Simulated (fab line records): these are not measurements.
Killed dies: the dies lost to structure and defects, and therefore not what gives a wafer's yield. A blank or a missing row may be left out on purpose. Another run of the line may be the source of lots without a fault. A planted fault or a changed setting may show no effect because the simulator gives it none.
fab line records	flow n5Finfet
[record] lots = 7	wafers = 18	lastDay = 17
route steps=1938 shown BEOL_M0_SAQP@661 BEOL_M4@1111 PASSIVATION@1936
lots that met no fault: taken from a fault-free run of the same line
startH: hours from the record's opening day to when the first of the lot's shown wafers began	waitH: hours from the lot's prior step to this one	" the same as in the row above	L1.1+2: one row covering several wafers at once	- no value, or no start was given	* or withheld: withheld	< > ~ a bound
route shown NAME@n: NAME is a module with steps in the file, n the number in the route of the first one	usual: average and standard deviation across the fault-free wafers	same: alike in all rows	chamber/n: place in a boat	sites: each site's reading	_std_site: standard deviation across them	_edge_site: outer sites' mean less inner sites'	radiusMm: for every site, how far away it sits from the centre of the wafer	mask NAME#n: copy n	behind: the last tool/chamber to shape the wafer	hold: what put the lot on hold/how long, in hours/how the hold closed	device: the transistor (n, p or np) that didn't switch	end of line: tests run on the same wafers once the route is complete	where a step has no rows: the recipe by itself	killed: at the first sort, the dies lost to defects and structure; wafer yield is something else	map: a wafer's dies, marking killed ones x, the rest . and places with no die _
set.NAME: the setting the step ran with; set.NAME@STEP: the setting that earlier step ran with	model.NAME: the simulator's own value behind a step, which no gauge read
certain route steps with their lots: each step a table, each wafer a row
services: when a tool's chamber went out of use (startH, in hours from the record's first day, below 0 if earlier), for how many hours, and the reason
[[steps]]
[step N5_BEOL_M0_SAQP_SRD_93]
[recipe] dry = ipaMarangoni	timeS = 30	tempC = 23	rinseLiquid = diw
[step N5_BEOL_M0_SAQP_RECESS_114]
[recipe] chemistry = HF/NH3	target = SiO2	targetDepthA = 144	afsCycles = 3	tempC = 30	sublimationTempC = 180	sublimationTimeS = 60
[step N5_BEOL_M0_SAQP_SPACER1_ALD_98]
[recipe] material = SiO2	targetThkA = 128	tempC = 300	aldPrecursorFamily = BDEAS	aldCoReactant = O2-plasma	pulseTimeS = 1	purgeTimeS = 2	coReactantPurgeTimeS = 2	aldCycles = 138	pressureTorr = 2
[usual] heaterPowerW = 467/57	precursorPulseHeightRel = 0.997/0.019
[same] aldCycles = 138
lot.wafer	tool	chamber	startH	waitH	heaterPowerW	precursorPulseHeightRel
L407.4	aldSin-01	1	130.05	0.1	450	0.987
L407.5	"	1	"	"	443	0.985
L408.5	aldSin-04	3	140.87	0.3	518	0.986
L408.6	"	0	"	"	509	1.003
L410.3	aldSin-01	3	150.34	0.5	468	0.973
L410.4	"	2	"	"	374	0.970
L419.1	aldSin-03	2	208.39	0.3	425	0.985
L419.4	"	1	"	"	449	0.981
L419.6	"	3	"	"	530	0.985
L421.3	aldSin-04	3	215.92	0.2	529	1.003
L421.4	"	2	"	"	403	1.025
L421.6	"	1	"	"	386	1.004
L423.2	aldSin-03	1	227.67	0.5	455	1.001
L423.4	"	3	"	"	537	1.018
L423.6	"	3	"	"	539	1.003
L424.1	aldSin-03	2	233.68	0.7	425	0.951
L424.5	"	1	"	"	460	0.995
L424.6	"	0	"	"	579	1.014
[step N5_BEOL_M0_SAQP_SPACER1_ETCHBACK_99]
[recipe] chemistry = CHF3/O2	mode = anisotropicEtchback	target = SiO2	targetDepthA = 154	timeS = 7.7	pressureMtorr = 30	sourceW = 650	biasW = 170	Ar_flow_sccm = 200	CHF3_flow_sccm = 50	O2_flow_sccm = 5	ionEnergyEv = 200
[usual] drypumpMotorCurrentA = 5.7/0.47	oesProductAu = 0.76/0.079	rfVppV = 523/5.6	showerheadPlenumPTorr = 2.44/0.078	throttleValvePct = 19.03/0.18
lot.wafer	tool	chamber	startH	waitH	drypumpMotorCurrentA	oesProductAu	rfHoursCounterH	rfVppV	showerheadPlenumPTorr	throttleValvePct
L407.4	rieDiel-02	0	130.64	0.4	6.2	0.74	164	515	2.30	19.01
L407.5	"	0	"	"	6.2	0.74	-	513	2.30	19.03
L408.5	rieDiel-06	0	141.15	0.1	4.9	0.91	-	528	2.46	18.88
L408.6	"	1	"	"	5.4	0.71	-	524	2.39	19.04
L410.3	rieDiel-02	0	150.82	0.3	6.2	0.74	169	514	2.30	19.02
L410.4	"	1	"	"	5.5	0.76	178	531	2.49	18.77
L419.1	rieDiel-05	2	208.87	0.3	6.1	0.71	225	525	2.47	18.97
L419.4	"	0	"	"	5.5	0.74	179	521	2.50	18.98
L419.6	"	2	"	"	6.1	0.71	-	526	2.47	18.96
L421.3	rieDiel-02	0	216.40	0.3	6.2	0.72	190	513	2.29	19.07
L421.4	"	2	"	"	5.3	0.75	-	523	2.50	19.03
L421.6	"	0	"	"	6.1	0.72	-	513	2.29	19.05
L423.2	rieDiel-06	1	228.15	0.3	5.3	0.69	220	521	2.38	19.10
L423.4	"	0	"	"	5.0	0.87	-	527	2.45	18.95
L423.6	"	1	"	"	5.4	0.70	-	521	2.38	19.10
L424.1	rieDiel-05	2	234.15	0.3	6.0	0.69	232	525	2.47	18.97
L424.5	"	3	"	"	6.6	0.73	-	523	2.49	19.33
L424.6	"	0	"	"	5.5	0.73	-	520	2.49	18.98
[step N5_BEOL_M0_SAQP_MANDREL1_REMOVE_100]
[recipe] chemistry = HBr/Cl2/O2	btTimeS = 10	target = a-Si	stopOn = SiNx	endpoint = OES-SiCl	overEtchFrac = 0.85	icpW = 600	biasW = 30	HBr_flow_sccm = 150	Cl2_flow_sccm = 80	O2_flow_sccm = 5	pressureMtorr = 10
[step N5_BEOL_M0_SAQP_CD_MEAS_25]
[recipe] targetCdNm = 13.1	landingEnergyEv = 1000	detector = seInlens
[usual] cdNm = 12.79/0.24
lot.wafer	tool	chamber	startH	waitH	cdNm
L407.4	cdSem-02	0	130.85	0.1	12.70
L407.5	"	0	"	"	12.48
L408.5	cdSem-01	0	141.32	0.0	12.98
L408.6	"	0	"	"	12.74
L410.3	cdSem-03	0	151.02	0.1	12.70
L410.4	"	0	"	"	13.01
L419.1	cdSem-03	0	209.06	0.1	12.58
L419.4	"	0	"	"	12.36
L419.6	"	0	"	"	12.09
L421.3	cdSem-03	0	216.61	0.1	12.91
L421.4	"	0	"	"	12.99
L421.6	"	0	"	"	13.17
L423.2	cdSem-01	0	228.35	0.1	12.81
L423.4	"	0	"	"	12.56
L423.6	"	0	"	"	13.06
L424.1	cdSem-02	0	234.35	0.1	13.12
L424.5	"	0	"	"	13.25
L424.6	"	0	"	"	12.92
[step N5_BEOL_M0_SAQP_ETCH_101]
[recipe] chemistry = CH3F/O2	target = SiNx	maskMaterial = SiO2	targetDepthA = 299	timeS = 42.7	pressureMtorr = 30	sourceW = 395	biasW = 73	Ar_flow_sccm = 150	CH3F_flow_sccm = 30	O2_flow_sccm = 20	ionEnergyEv = 120
[step N5_BEOL_M0_SAQP_ETCH_102]
[recipe] chemistry = CF4	target = SiO2	targetDepthA = 40	ionEnergyEv = 350	timeS = 4.4	pressureMtorr = 10	icpW = 800	biasW = 400	cf4FlowSccm = 80
[usual] drypumpMotorCurrentA = 5.8/0.41	heBacksideLeakSccm = 2.9/0.43	oesProductAu = 1.007/0.016	throttleValvePct = 21.77/0.18
lot.wafer	tool	chamber	startH	waitH	drypumpMotorCurrentA	heBacksideLeakSccm	oesProductAu	rfHoursCounterH	throttleValvePct
L407.4	rieSi-05	3	130.99	0.1	6.2	3.0	1.031	192	21.74
L407.5	"	2	"	"	5.4	3.3	1.019	-	22.08
L408.5	rieSi-05	1	141.47	0.0	5.7	3.3	1.032	-	21.79
L408.6	"	0	"	"	6.4	3.2	0.996	-	21.75
L410.3	rieSi-02	0	151.40	0.1	6.0	2.7	1.007	9	21.96
L410.4	"	2	"	"	6.0	3.5	1.004	189	21.77
L419.1	rieSi-02	1	209.29	0.1	6.0	2.3	1.014	0	21.75
L419.4	"	3	"	"	6.1	3.1	0.974	-	21.61
L419.6	"	0	"	"	6.0	2.7	1.004	-	21.94
L421.3	rieSi-02	3	216.76	0.1	6.1	3.1	0.985	57	21.61
L421.4	"	0	"	"	6.1	2.7	1.022	-	21.96
L421.6	"	3	"	"	6.1	3.2	0.978	-	21.61
L423.2	rieSi-05	0	228.49	0.1	6.4	3.1	1.003	8	21.72
L423.4	"	0	"	"	6.4	3.1	1.002	-	21.74
L423.6	"	3	"	"	6.2	2.4	1.006	-	21.60
L424.1	rieSi-02	1	234.60	0.1	6.0	2.2	1.019	1	21.75
L424.5	"	2	"	"	6.0	3.0	0.986	-	21.77
L424.6	"	1	"	"	6.0	2.4	1.023	-	21.77
[step N5_BEOL_M0_SAQP_MANDREL_ETCH_103]
[recipe] chemistry = HBr/Cl2	target = a-Si	targetDepthA = 450	btTimeS = 10	stopOn = SiCN	maskMaterial = SiO2	overEtchFrac = 0.8	timeS = 27	pressureMtorr = 10	icpW = 800	biasW = 75	HBr_flow_sccm = 150	Cl2_flow_sccm = 80	ends = endPoint
[step N5_BEOL_M0_SAQP_RECESS_104]
[recipe] chemistry = HF/NH3	target = SiO2	targetDepthA = 180	afsCycles = 3	tempC = 30	sublimationTempC = 180	sublimationTimeS = 60
[usual] drypumpMotorCurrentA = 5.70/0.28
lot.wafer	tool	chamber	startH	waitH	drypumpMotorCurrentA
L407.4	vaporEtch-01	0	131.22	0.2	5.33
L407.5	"	0	"	"	5.33
L408.5	vaporEtch-01	0	141.81	0.3	5.32
L408.6	"	1	"	"	5.63
L410.3	vaporEtch-01	1	151.88	0.4	5.64
L410.4	"	0	"	"	5.31
L419.1	vaporEtch-02	0	209.41	0.1	6.04
L419.4	"	1	"	"	5.96
L419.6	"	1	"	"	5.96
L421.3	vaporEtch-02	0	216.99	0.2	6.01
L421.4	"	1	"	"	5.91
L421.6	"	0	"	"	6.04
L423.2	vaporEtch-02	0	228.60	0.1	6.06
L423.4	"	1	"	"	5.96
L423.6	"	1	"	"	5.93
L424.1	vaporEtch-01	1	234.71	0.1	5.62
L424.5	"	0	"	"	5.32
L424.6	"	1	"	"	5.62
[step N5_BEOL_M0_SAQP_COAT_105]
[recipe] resist = SOC	tempC = 250	timeS = 60	spinRpm = 1500	resistThkNm = 100
[step N5_BEOL_M0_SAQP_ETCH_106]
[recipe] chemistry = N2/H2	target = SOC	targetDepthA = 1500	stopOn = SiNx	ionEnergyEv = 100	biasW = 61	pressureMtorr = 30	sourceW = 850	n2FlowSccm = 200	h2FlowSccm = 200
[step N5_BEOL_M0_SAQP_ETCH_107]
[recipe] chemistry = CH3F/O2	target = SiNx	targetDepthA = 300	maskMaterial = SOC	pressureMtorr = 30	sourceW = 395	biasW = 73	Ar_flow_sccm = 150	CH3F_flow_sccm = 30	O2_flow_sccm = 20	ionEnergyEv = 120
[usual] drypumpMotorCurrentA = 5.8/0.49	oesProductAu = 0.75/0.063	rfVppV = 296.6/2.7	showerheadPlenumPTorr = 2.02/0.078	throttleValvePct = 16.52/0.16
lot.wafer	tool	chamber	startH	waitH	drypumpMotorCurrentA	oesProductAu	rfHoursCounterH	rfVppV	showerheadPlenumPTorr	throttleValvePct	model.BEOL_M0_SAQP.featureDepthNm	model.SOC_of_BEOL_M0_SAQP_COAT_105.thkNm
L407.4	rieDiel-05	3	131.61	0.0	6.6	0.76	158	295.4	2.08	16.76	29.4	15
L407.5	"	0	"	"	5.5	0.69	-	294.7	2.08	16.43	25	14.6
L408.5	rieDiel-05	2	142.10	0.0	6.1	0.64	-	298.5	2.06	16.40	24.8	17.8
L408.6	"	3	"	"	6.6	0.76	-	296.2	2.08	16.76	29.6	16
L410.3	rieDiel-05	1	152.27	0.0	6.2	0.70	111	295.4	1.86	16.53	25	14.6
L410.4	"	0	"	"	5.5	0.75	163	294.3	2.08	16.43	29.8	13.4
L419.1	rieDiel-06	3	210.07	0.0	5.7	0.70	226	292.3	2.06	16.76	29.8	14.4
L419.4	"	2	"	"	5.9	0.69	249	301.0	2.05	16.60	29.8	15.8
L419.6	"	1	"	"	5.3	0.70	-	296.4	1.98	16.59	29.8	15.4
L421.3	rieDiel-06	0	217.38	0.0	4.9	0.87	53	298.7	2.03	16.36	30	13.4
L421.4	"	0	"	"	4.9	0.87	-	299.8	2.03	16.37	29.8	13.4
L421.6	"	3	"	"	5.7	0.70	-	294.0	2.06	16.75	29.4	14
L423.2	rieDiel-05	1	229.11	0.0	6.2	0.76	134	293.6	1.85	16.57	29.8	13.4
L423.4	"	3	"	"	6.6	0.73	189	295.7	2.07	16.79	29.2	15
L423.6	"	0	"	"	5.5	0.74	-	294.9	2.07	16.48	29.8	13.8
L424.1	rieDiel-05	1	235.26	0.0	6.2	0.77	135	294.4	1.85	16.57	30.4	12
L424.5	"	1	"	"	6.2	0.78	-	294.4	1.85	16.58	30.2	12.6
L424.6	"	2	"	"	6.1	0.69	-	299.7	2.05	16.46	29.4	14.8
[step N5_BEOL_M0_SAQP_STRIP_108]
[recipe] chemistry = N2/H2	powerW = 500	tempC = 40	pressureMtorr = 50	rfFrequencyHz = 6e+07	overashFraction = 0.3	biasPowerW = 28	h2Frac = 0.5	n2FlowSccm = 300	h2FlowSccm = 300
[usual] drypumpMotorCurrentA = 5.8/0.49	oesProductAu = 0.75/0.062	rfVppV = 122.0/0.96	showerheadPlenumPTorr = 3.39/0.13	throttleValvePct = 19.2/0.32
lot.wafer	tool	chamber	startH	waitH	drypumpMotorCurrentA	oesProductAu	rfHoursCounterH	rfVppV	showerheadPlenumPTorr	throttleValvePct
L407.4	rieDiel-05	3	131.65	0.0	6.6	0.77	158	122.4	3.47	19.6
L407.5	"	0	"	"	5.5	0.76	-	123.0	3.50	18.8
L408.5	rieDiel-05	2	142.14	0.0	6.1	0.72	-	122.3	3.47	18.9
L408.6	"	3	"	"	6.6	0.77	-	123.1	3.47	19.6
L410.3	rieDiel-05	1	152.31	0.0	6.2	0.79	111	120.8	3.12	19.1
L410.4	"	0	"	"	5.5	0.75	163	122.8	3.50	18.8
L419.1	rieDiel-06	3	210.11	0.0	5.7	0.70	226	123.6	3.46	19.7
L419.4	"	2	"	"	5.9	0.69	249	121.8	3.45	19.3
L419.6	"	1	"	"	5.4	0.69	-	121.2	3.31	19.0
L421.3	rieDiel-06	0	217.42	0.0	5.0	0.87	53	122.1	3.42	19.6
L421.4	"	0	"	"	4.9	0.87	-	123.5	3.42	19.6
L421.6	"	3	"	"	5.7	0.70	-	122.8	3.46	19.7
L423.2	rieDiel-05	1	229.15	0.0	6.2	0.77	134	122.6	3.11	19.1
L423.4	"	3	"	"	6.5	0.75	189	122.5	3.46	19.7
L423.6	"	0	"	"	5.5	0.74	-	122.5	3.49	18.9
L424.1	rieDiel-05	1	235.30	0.0	6.2	0.76	135	121.8	3.11	19.1
L424.5	"	1	"	"	6.2	0.77	-	121.7	3.11	19.1
L424.6	"	2	"	"	6.1	0.70	-	122.4	3.45	19.0
[step N5_BEOL_M4_RC_MEAS_101]
[usual] DIBL_N = 35.7/1.3	DIBL_P = 36.0/1.6	IOFF_N = 0.154/0.025	IOFF_P = 0.21/0.034	ION_N = 675/9.7	ION_P = 465/7.4	SS_N = 71.3/0.55	SS_P = 73.1/0.52	VT_N = 250/3	VT_P = -249/3.6
lot.wafer	tool	chamber	startH	waitH	DIBL_N[mV/V]	DIBL_P[mV/V]	IOFF_N[nA/um]	IOFF_P[nA/um]	ION_N[uA/um]	ION_P[uA/um]	SS_N[mV/dec]	SS_P[mV/dec]	VT_N[mV]	VT_P[mV]
L407.4	prober-02	0	183.27	0.5	36.7	38.0	0.168	0.26	688	478	71.7	73.5	251	-245
L407.5	"	0	"	"	36.5	37.0	0.163	0.24	687	470	71.5	73.6	251	-248
L408.5	prober-01	0	196.39	0.6	38.2	39.8	0.219	0.32	695	478	72.4	74.2	244	-240
L408.6	"	0	"	"	35.8	35.9	0.172	0.24	700	482	71.5	73.4	244	-247
L410.3	prober-01	0	214.60	0.3	36.7	37.6	0.165	0.25	678	471	71.1	72.9	250	-246
L410.4	"	0	"	"	35.5	36.1	0.146	0.23	676	470	71.0	72.8	249	-247
L419.1	prober-01	0	270.80	0.0	36.1	38.2	0.174	0.23	694	478	72.5	73.7	247	-248
L419.4	"	0	"	"	34.5	36.6	0.145	0.21	675	468	71.1	73.3	248	-249
L419.6	"	0	"	"	35.3	37.4	0.171	0.22	684	469	71.3	73.6	245	-248
L421.3	prober-02	0	274.36	0.3	34.9	35.2	0.156	0.23	665	461	70.8	73.0	250	-248
L421.4	"	0	"	"	36.0	37.3	0.175	0.26	691	476	71.2	74.2	247	-244
L421.6	"	0	"	"	35.7	37.0	0.170	0.25	681	470	70.7	73.2	247	-245
L423.2	prober-02	0	295.08	0.2	35.6	35.3	0.163	0.22	692	469	71.6	73.0	246	-246
L423.4	"	0	"	"	34.8	34.3	0.151	0.21	667	460	71.0	72.2	248	-250
L423.6	"	0	"	"	34.4	33.5	0.129	0.19	676	468	70.6	72.0	252	-250
L424.1	prober-02	0	306.16	0.0	36.1	34.1	0.124	0.14	673	454	70.9	72.2	256	-259
L424.5	"	0	"	"	37.7	36.3	0.155	0.17	669	448	71.3	72.7	253	-255
L424.6	"	0	"	"	35.2	33.6	0.114	0.14	667	453	70.4	72.6	254	-257
[step N5_PASSIVATION_PROBE_49]
[usual] defectLimitedYield = 91.6/1.4	killed_at_M0_to_M3 = 35/10	killed_at_M4_up = 13/5.3	killedAtContacts = 12/5.9	killedAtFrontEnd = 36/9.9	killedAtOther = 3.2/3	killedDies = 99/16	killedOnRim = 13/3.9	killedOpen = 66/12	killedShort = 32/7.7	sort_bin_5_function = 4.9/0.91	sort_bin_6_memory = 3.2/0.65	sortNPass = 1081/16	sortYieldPct = 91.6/1.4
[same] grossDies = 1180	killedAtBackSide = 0	sort_bin_4_leakage[%] = 0	sort_bin_8_speed[%] = 0
lot.wafer	tool	chamber	startH	waitH	defectLimitedYield[%]	killed_at_M0_to_M3	killed_at_M4_up	killedAtContacts	killedAtFrontEnd	killedAtOther	killedDies	killedOnRim	killedOpen	killedShort	sort_bin_5_function[%]	sort_bin_6_memory[%]	sortNPass	sortYieldPct[%]
L407.4	prober-01	-	288.01	0.2	89.7	37	21	24	37	3	122	17	88	33	6.4	3.4	1058	89.7
L407.5	prober-01	-	288.06	0.2	89.5	52	14	22	34	2	124	18	79	45	6.5	3.7	1056	89.5
L408.5	prober-01	-	299.14	0.2	93.6	26	7	5	37	0	75	16	45	28	3.6	2.5	1105	93.6
L408.6	prober-01	-	299.19	0.3	94.3	13	10	5	37	2	67	9	41	26	3.5	1.9	1113	94.3
L410.3	prober-01	-	323.82	0.1	92.1	46	15	7	22	3	93	9	68	25	4.7	2.9	1087	92.1
L410.4	prober-01	-	323.87	0.2	87.2	41	30	17	59	4	151	17	96	54	7.3	4.9	1029	87.2
L419.1	prober-02	-	382.68	0.0	92.0	35	13	18	26	2	94	12	67	27	5.1	2.8	1086	92.0
L419.4	prober-02	-	382.83	0.2	93.4	24	9	12	27	6	78	10	47	31	3.6	3.0	1102	93.4
L419.6	prober-02	-	382.93	0.3	93.6	29	6	7	30	4	76	10	52	24	4.4	2.0	1104	93.6
L421.3	prober-01	-	385.80	0.1	90.2	36	27	14	36	3	116	14	79	36	5.4	4.2	1064	90.2
L421.4	prober-01	-	385.85	0.2	91.6	43	25	8	19	4	99	17	65	33	4.6	3.6	1081	91.6
L421.6	prober-01	-	385.95	0.3	92.5	31	20	6	28	3	88	16	61	26	4.9	2.5	1092	92.5
L423.2	prober-01	-	391.07	0.1	93.1	39	9	13	20	1	82	7	60	21	3.6	3.1	1098	93.1
L423.4	prober-01	-	391.17	0.2	91.3	44	18	16	21	4	103	10	67	35	5.0	3.4	1077	91.3
L423.6	prober-01	-	391.27	0.3	91.0	40	24	12	28	2	106	14	78	27	4.5	4.2	1074	91.0
L424.1	prober-01	-	404.77	0.5	91.8	40	10	12	29	6	97	12	66	31	5.1	2.8	1083	91.8
L424.5	prober-01	-	404.97	0.7	90.8	45	4	6	48	5	108	16	73	35	4.9	3.4	1072	90.8
L424.6	prober-01	-	405.02	0.7	90.8	44	10	5	46	4	109	13	68	35	5.6	2.9	1071	90.8
// killed by level:class
L407.4 MOL_CONTACT_COAG:geometricParticle:open=20 FIN_SAQP:geometricParticle:open=15 BEOL_M4:geometricParticle:open=13 BEOL_M0_SAQP:geometricParticle:open=9 FIN_SAQP:geometricParticle:short=7 BEOL_M1:geometricParticle:open=7 BEOL_M3:geometricParticle:open=7 STARTING-WAFER:geometricParticle:short=5
L407.5 MOL_CONTACT_COAG:geometricParticle:open=16 BEOL_M3:geometricParticle:open=11 BEOL_M1:geometricParticle:short=10 BEOL_M0_SAQP:geometricParticle:short=9 BEOL_M1:geometricParticle:open=8 FIN_SAQP:geometricParticle:short=7 BEOL_M2:geometricParticle:open=7 MOL_CONTACT_COAG:geometricParticle:short=6
L408.5 BEOL_M1:geometricParticle:open=7 GATE_CUT:geometricParticle:short=5 BEOL_M2:geometricParticle:open=5 STARTING-WAFER:geometricParticle:short=5 FIN_SAQP:geometricParticle:open=4 GATE_CUT:geometricParticle:open=4 MOL_CONTACT_COAG:geometricParticle:open=4 BEOL_M3:geometricParticle:open=4
L408.6 DUMMY_GATE:geometricParticle:open=7 FIN_SAQP:geometricParticle:open=6 GATE_CUT:geometricParticle:short=6 BEOL_M4:geometricParticle:open=6 BEOL_M0_SAQP:geometricParticle:short=5 MOL_CONTACT_COAG:geometricParticle:open=4 STARTING-WAFER:geometricParticle:open=4 FIN_SAQP:geometricParticle:short=3
L410.3 BEOL_M1:geometricParticle:open=14 FIN_SAQP:geometricParticle:open=11 BEOL_M0_SAQP:geometricParticle:short=9 BEOL_M0_SAQP:geometricParticle:open=7 BEOL_M3:geometricParticle:open=7 MOL_CONTACT_COAG:geometricParticle:open=5 BEOL_M4:geometricParticle:open=5 BEOL_M0:geometricParticle:open=4
L410.4 FIN_SAQP:geometricParticle:open=23 BEOL_M4:geometricParticle:open=17 BEOL_M3:geometricParticle:open=14 FIN_SAQP:geometricParticle:short=12 MOL_CONTACT_COAG:geometricParticle:open=10 BEOL_M0_SAQP:geometricParticle:short=9 MOL_CONTACT_COAG:geometricParticle:short=7 BEOL_M0_SAQP:geometricParticle:open=7
L419.1 MOL_CONTACT_COAG:geometricParticle:open=16 BEOL_M3:geometricParticle:open=11 BEOL_M0_SAQP:geometricParticle:open=8 BEOL_M0_SAQP:geometricParticle:short=6 BEOL_M1:geometricParticle:open=6 BEOL_M4:geometricParticle:open=6 GATE_CUT:geometricParticle:short=5 FIN_SAQP:geometricParticle:short=4
L419.4 BEOL_M0_SAQP:geometricParticle:short=10 MOL_CONTACT_COAG:geometricParticle:open=9 FIN_SAQP:geometricParticle:open=6 GATE_CUT:geometricParticle:short=6 BEOL_M0_SAQP:geometricParticle:open=6 BEOL_M3:geometricParticle:open=5 DUMMY_GATE:geometricParticle:open=3 ILD0:geometricParticle:open=3
L419.6 BEOL_M3:geometricParticle:open=9 FIN_SAQP:geometricParticle:short=8 BEOL_M0_SAQP:geometricParticle:open=8 MOL_CONTACT_COAG:geometricParticle:open=7 FIN_SAQP:geometricParticle:open=6 BEOL_M0_SAQP:geometricParticle:short=6 DUMMY_GATE:geometricParticle:open=4 GATE_CUT:geometricParticle:open=3
L421.3 MOL_CONTACT_COAG:geometricParticle:open=12 BEOL_M0_SAQP:geometricParticle:short=11 STI_FIN_REVEAL:geometricParticle:open=10 BEOL_M4:geometricParticle:open=8 BEOL_M0_SAQP:geometricParticle:open=6 BEOL_M3:geometricParticle:open=6 BEOL_M1:geometricParticle:open=5 BEOL_M8:geometricParticle:open=5
L421.4 BEOL_M0_SAQP:geometricParticle:short=11 BEOL_M2:geometricParticle:open=11 BEOL_M4:geometricParticle:open=9 FIN_SAQP:geometricParticle:short=7 BEOL_M0_SAQP:geometricParticle:open=7 BEOL_M1:geometricParticle:open=7 MOL_CONTACT_COAG:geometricParticle:open=6 BEOL_M8:geometricParticle:open=6
L421.6 BEOL_M4:geometricParticle:open=9 BEOL_M1:geometricParticle:open=8 BEOL_M0_SAQP:geometricParticle:open=6 FIN_SAQP:geometricParticle:short=5 GATE_CUT:geometricParticle:short=5 MOL_CONTACT_COAG:geometricParticle:open=5 BEOL_M3:geometricParticle:open=5 STARTING-WAFER:geometricParticle:open=5
L423.2 MOL_CONTACT_COAG:geometricParticle:open=11 BEOL_M2:geometricParticle:open=10 BEOL_M1:geometricParticle:open=8 BEOL_M3:geometricParticle:open=8 DUMMY_GATE:geometricParticle:open=5 BEOL_M0_SAQP:geometricParticle:open=5 STI_FIN_REVEAL:geometricParticle:open=4 BEOL_M3:geometricParticle:short=3
L423.4 BEOL_M0_SAQP:geometricParticle:short=16 MOL_CONTACT_COAG:geometricParticle:open=14 BEOL_M0_SAQP:geometricParticle:open=10 BEOL_M4:geometricParticle:open=10 STI_FIN_REVEAL:geometricParticle:open=8 BEOL_M2:geometricParticle:open=7 BEOL_M1:geometricParticle:open=5 BEOL_M3:geometricParticle:open=4
L423.6 BEOL_M4:geometricParticle:open=13 MOL_CONTACT_COAG:geometricParticle:open=12 BEOL_M1:geometricParticle:open=9 BEOL_M2:geometricParticle:open=9 BEOL_M3:geometricParticle:open=6 GATE_CUT:geometricParticle:short=5 BEOL_M4:geometricParticle:short=5 DUMMY_GATE:geometricParticle:open=4
L424.1 BEOL_M0_SAQP:geometricParticle:short=12 MOL_CONTACT_COAG:geometricParticle:open=10 BEOL_M0_SAQP:geometricParticle:open=8 BEOL_M2:geometricParticle:open=8 FIN_SAQP:geometricParticle:open=5 STARTING-WAFER:geometricParticle:open=5 FIN_SAQP:geometricParticle:short=4 STI_FIN_REVEAL:geometricParticle:open=4
L424.5 FIN_SAQP:geometricParticle:open=12 BEOL_M1:geometricParticle:open=12 BEOL_M0_SAQP:geometricParticle:open=10 FIN_SAQP:geometricParticle:short=8 STI_FIN_REVEAL:geometricParticle:open=8 BEOL_M2:geometricParticle:open=8 BEOL_M0_SAQP:geometricParticle:short=6 MOL_CONTACT_COAG:geometricParticle:open=5
L424.6 BEOL_M0_SAQP:geometricParticle:open=16 FIN_SAQP:geometricParticle:short=10 BEOL_M0_SAQP:geometricParticle:short=10 STI_FIN_REVEAL:geometricParticle:open=9 FIN_SAQP:geometricParticle:open=8 BEOL_M1:geometricParticle:open=6 BEOL_M3:geometricParticle:open=6 HKMG_FIN:areaEtch=5
[[services]]
tool	chamber	startH	hours	kind
aldSin-03	0	107.21	21.4	repair
rieDiel-06	-	109.40	0.7	repair
rieDiel-02	-	146.70	2.8	pm
rieSi-02	1	154.67	-	clean
rieSi-02	1	154.67	-	consumableReplace:esc
rieSi-02	1	154.67	25.2	scheduledDown
rieSi-02	1	154.67	25.2	ventCycle
rieDiel-02	3	157.07	-	clean
rieDiel-02	3	157.07	-	consumableReplace:focusRing
aldSin-01	3	159.27	3.1	repair
aldSin-04	-	179.10	14.0	pm
rieDiel-02	0	180.05	2.6	repair
aldSin-03	-	191.82	6.1	pm
rieSi-02	2	199.85	-	clean
rieSi-02	2	199.85	18.8	scheduledDown
rieSi-02	2	199.85	18.8	ventCycle
aldSin-01	2	208.67	6.7	repair
rieDiel-06	2	212.43	-	clean
rieDiel-06	2	212.43	-	consumableReplace:focusRing
rieDiel-06	2	212.43	23.1	scheduledDown
rieDiel-06	2	212.43	23.1	ventCycle
rieSi-05	1	217.68	13.1	repair
rieSi-02	0	218.76	16.0	repair
aldSin-04	-	230.09	14.6	pm
[[key]]
firstSign none at tools or gauges
[modelEffect] step = N5_BEOL_M0_SAQP_ETCH_107	value = BEOL_M0_SAQP.featureDepthNm	without = 30	struck = 24.93
metAt N5_BEOL_M0_SAQP_ETCH_107
struckWafers L407.5,L408.5,L410.3
[fault] kind = processParameterDrift	tool = rieDiel-05	chamber = -	onsetH = 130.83	steps = N5_BEOL_M0_SAQP_ETCH_107	channel = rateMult	offset = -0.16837	shape = step	endH = 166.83	scope = struckWafersOnly
